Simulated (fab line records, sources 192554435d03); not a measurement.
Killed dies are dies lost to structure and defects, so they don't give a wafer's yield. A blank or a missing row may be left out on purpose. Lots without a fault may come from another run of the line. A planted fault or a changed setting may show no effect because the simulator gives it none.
Split-lot experiment | flow n5_finfet | 7 lots, 21 wafers read, on a route of 1938 steps

THE SPLIT
At N5_BEOL_M14_EXPOSE_25 (exposes mask M14, target cd 280 nm), the setting dose_mj was moved away from the recipe's 26.6 on 5 of the 21 wafers read, by -5.4% to +4.7%. The other wafers ran this setting at the recipe's value.

FROM THE SPLIT TO THE READING: what the file shows between them, 2 steps
- N5_BEOL_M14_PEB_26: peb time 90 s
- N5_BEOL_M14_DEVELOP_27: develop time 45 s

THE READING
BEOL_M14.cd_nm (the simulator's own value, which no gauge read), in nm, at N5_BEOL_M14_DESCUM_33 (chemistry O2, time 7.9 s). The file gives no usual value for it. The 16 wafers here that ran the recipe average 284.1 nm, standard deviation 2.7 nm.

wafer  | tool, chamber at the split | dose_mj as run | against the recipe | BEOL_M14.cd_nm, nm | against lot-mates on the recipe
L075.2 | krf_scanner-02, 0          | 26.6           | recipe             | 281.2              | -
L075.3 | krf_scanner-02, 0          | 26.6           | recipe             | 283.8              | -
L075.5 | krf_scanner-02, 0          | 26.6           | recipe             | 282.6              | -
L074.3 | krf_scanner-02, 0          | 25.33          | -4.8%              | 272.2              | -11.8
L074.4 | krf_scanner-02, 0          | 26.6           | recipe             | 285.4              | -
L074.6 | krf_scanner-02, 0          | 26.6           | recipe             | 282.6              | -
L086.2 | krf_scanner-02, 0          | 26.6           | recipe             | 282                | -
L086.5 | krf_scanner-02, 0          | 26.6           | recipe             | 281.6              | -
L086.6 | krf_scanner-02, 0          | 26.6           | recipe             | 280.2              | -
L088.1 | krf_scanner-02, 0          | 26.6           | recipe             | 290.6              | -
L088.3 | krf_scanner-02, 0          | 26.6           | recipe             | 287                | -
L088.5 | krf_scanner-02, 0          | 26.6           | recipe             | 287.8              | -
L089.1 | krf_scanner-01, 0          | 26.6           | recipe             | 287.6              | -
L089.3 | krf_scanner-01, 0          | 27.84          | +4.7%              | 290.4              | +2.8
L089.4 | krf_scanner-01, 0          | 27.84          | +4.7%              | 291.4              | +3.8
L092.1 | krf_scanner-01, 0          | 26.6           | recipe             | 284.2              | -
L092.4 | krf_scanner-01, 0          | 26.6           | recipe             | 283                | -
L092.6 | krf_scanner-01, 0          | 26.6           | recipe             | 283                | -
L097.1 | krf_scanner-02, 0          | 25.17          | -5.4%              | 275                | -8.2
L097.3 | krf_scanner-02, 0          | 26.6           | recipe             | 283.2              | -
L097.4 | krf_scanner-02, 0          | 25.17          | -5.4%              | 276.4              | -6.8

THE FIT
A straight line over all 21 wafers: BEOL_M14.cd_nm changes by +1.69 nm for each +1% of dose_mj; r = +0.85; the points scatter about the line by 2.7 nm.
The same after taking each lot's own level away (the mean of its wafers on the recipe; 21 wafers): +1.32 nm for each +1%; r = +0.89; scatter 1.8 nm.
On that fit, the largest move of dose_mj shifts the reading by 7.1 nm.
The lots' own levels span 281.27 to 288.47 nm, that is 2.6 times the standard deviation above.
So the lot-to-lot level changes the slope: the two fits differ.
Check: with one of the wafers moved furthest among these (-5.4%) left out of the fit, the line predicts -7.51 nm for it against its lot-mates. It came out at -8.2 nm against them.

OTHER SPLITS ON THESE WAFERS
These wafers also went through other splits before the reading. Each is held against what the fit with the lots' levels taken away leaves over:
other split on the same wafers    | wafers away from the commonest value | r with BEOL_M14.cd_nm (lot level and that fit taken away)
N5_BEOL_M10_COAT_64 spin_rpm      | 13                                   | +0.10
N5_BEOL_M11_TRENCH_ETCH_37 time_s | 3                                    | -0.03
N5_BEOL_M11_DEGAS_44 temp_c       | 5                                    | -0.03
N5_BEOL_M13_COAT_04 spin_rpm      | 10                                   | -0.32
N5_BEOL_M14_COAT_65 spin_rpm      | 6                                    | +0.06

THE FILE'S OWN FIT
BEOL_M14.cd_nm changes by +1.53 nm for each +1% of dose_mj, r = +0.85.
